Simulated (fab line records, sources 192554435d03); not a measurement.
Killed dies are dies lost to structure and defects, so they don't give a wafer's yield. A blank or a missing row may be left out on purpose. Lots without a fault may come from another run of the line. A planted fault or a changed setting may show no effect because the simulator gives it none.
A struck lot beside a sound one | flow n5_finfet | 37 steps out of a route of 1938
Sound: wafers L106.1, L106.4, L106.5. Struck: wafers L114.1, L114.3, L114.6. The cause comes at the end.
At each step with rows: each side's tool, then ch and its chambers, then its first start. Under that, the readings that differ: sound wafers | struck wafers | difference of the means | sigmas: that difference in standard deviations of wafers without a fault.
alike: readings whose means differ by less than 2 such deviations, and words and numbers that are the same on both sides. not compared: withheld readings, readings that some wafer has no value for, bounds like >300 that may hide the same value, and numbers for which the record gives no deviation and whose values overlap.
The two part at a step that has a row with sigmas, a row that says differs or no value, or rows on one side only. Numbers that don't overlap but have no deviation are shown without sigmas and don't part them. A reading that every wafer of one side lacks parts them only if that side has two wafers or more.

first, 9 steps without rows for these wafers: N5_WELL_APT_HMDS_01 (time 60 s); N5_WELL_APT_COAT_02 (resist thk 950 nm); N5_WELL_APT_EBR_04; N5_WELL_APT_SOFTBAKE_03 (time 60 s); N5_WELL_APT_EXPOSE_05 (exposes mask NWELL, defocus 0 nm, target cd 200 nm); N5_WELL_APT_PEB_06 (peb time 90 s); N5_WELL_APT_DEVELOP_07 (develop time 45 s); N5_WELL_APT_HARDBAKE_12 (time 120 s); N5_WELL_APT_DESCUM_13 (chemistry O2, time 7.9 s).
N5_WELL_APT_IMPLANT_14:
  sound on implanter-02 ch 0, day 2 19:47; struck on implanter-02 ch 0, day 4 20:41
  reading            | sound                            | struck                          | difference | sigmas
  dose_ions_cm2      | 1.5005e+13 1.4951e+13 1.4978e+13 | 1.678e+13 1.6816e+13 1.6796e+13 | +1.819e+12 | +96
  faraday_current_uA | 196 184 196                      | 215 210 216                     | +22        | +6
  alike: beam_energy_keV
then, 25 steps without rows for these wafers: N5_WELL_APT_IMPLANT_15; N5_WELL_APT_STRIP_16 (strips in SPM, time 900 s); N5_WELL_APT_HMDS_18 (time 60 s); N5_WELL_APT_COAT_19 (resist thk 950 nm); N5_WELL_APT_EBR_21; N5_WELL_APT_SOFTBAKE_20 (time 60 s); N5_WELL_APT_EXPOSE_22 (exposes mask PWELL, defocus 0 nm, target cd 200 nm); N5_WELL_APT_PEB_23 (peb time 90 s); N5_WELL_APT_DEVELOP_24 (develop time 45 s); N5_WELL_APT_HARDBAKE_29 (time 120 s); N5_WELL_APT_DESCUM_30 (chemistry O2, time 7.9 s); N5_WELL_APT_IMPLANT_31; N5_WELL_APT_IMPLANT_32; N5_WELL_APT_STRIP_33 (strips in SPM, time 900 s); N5_WELL_APT_RTA_34 (time 10 s); N5_WELL_APT_OXIDE_STRIP_42 (strips SiO2 in dHF, time 45 s, target depth 12 nm); N5_WELL_APT_PRECLEAN_36 (cleans in O3/DIW, time 45 s); N5_WELL_APT_PRECLEAN_39 (cleans in dHF, time 60 s); N5_WELL_APT_SRD_37 (time 30 s); N5_WELL_APT_EPI_41 (deposits Si from SiH4/H2, target thk 50 nm, time 297.7 s); N5_PMOS_HMC_CHANNEL_EPI_HM_DEP_34 (deposits SiO2 from TEOS/O2, target thk 36 nm, time 6.9 s); N5_PMOS_HMC_CHANNEL_EPI_COAT_31 (time 60 s, resist thk 66 nm); N5_PMOS_HMC_CHANNEL_EPI_COAT_03 (resist thk 205 nm); N5_PMOS_HMC_CHANNEL_EPI_EBR_05; N5_PMOS_HMC_CHANNEL_EPI_SOFTBAKE_04 (time 60 s).
-- the record jumps here: 6 days lie between the struck wafers' starts before and after (it left off in module PMOS_HMC_CHANNEL_EPI and takes up again in module BEOL_M4, whose first step shown is number 1111 of the route) --
N5_BEOL_M4_RC_MEAS_101:
  sound on prober-02 ch 0, day 9 03:13; struck on prober-01 ch 0, day 11 04:23
  reading           | sound          | struck         | difference | sigmas
  IOFF_P (nA/um)    | 0.18 0.19 0.19 | 0.29 0.28 0.30 | +0.10      | +3
  ION_P (uA/um)     | 448 452 452    | 474 466 479    | +22        | +3
  RS_NWELL (ohm/sq) | 1026 1037 1030 | 964 974 977    | -59        | -8
  VT_P (mV)         | -254 -258 -256 | -243 -245 -242 | +13        | +4
  alike: DIBL_N, DIBL_P, IOFF_N, ION_N, SS_N, SS_P, VT_N
-- the record jumps here: 4 days lie between the struck wafers' starts before and after (it left off in module BEOL_M4 and takes up again in module PASSIVATION, whose first step shown is number 1936 of the route) --
N5_PASSIVATION_PROBE_49:
  the record has rows for the struck wafers here (prober-02, day 15 10:41) and none for the sound ones

WHERE THEY PART
First at N5_WELL_APT_IMPLANT_14; last, within this record, at N5_PASSIVATION_PROBE_49.

WHY: what the simulator had put in
Process parameter drift: implanter-02, from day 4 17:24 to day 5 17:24, at N5_WELL_APT_IMPLANT_14. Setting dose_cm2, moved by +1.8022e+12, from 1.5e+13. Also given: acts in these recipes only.
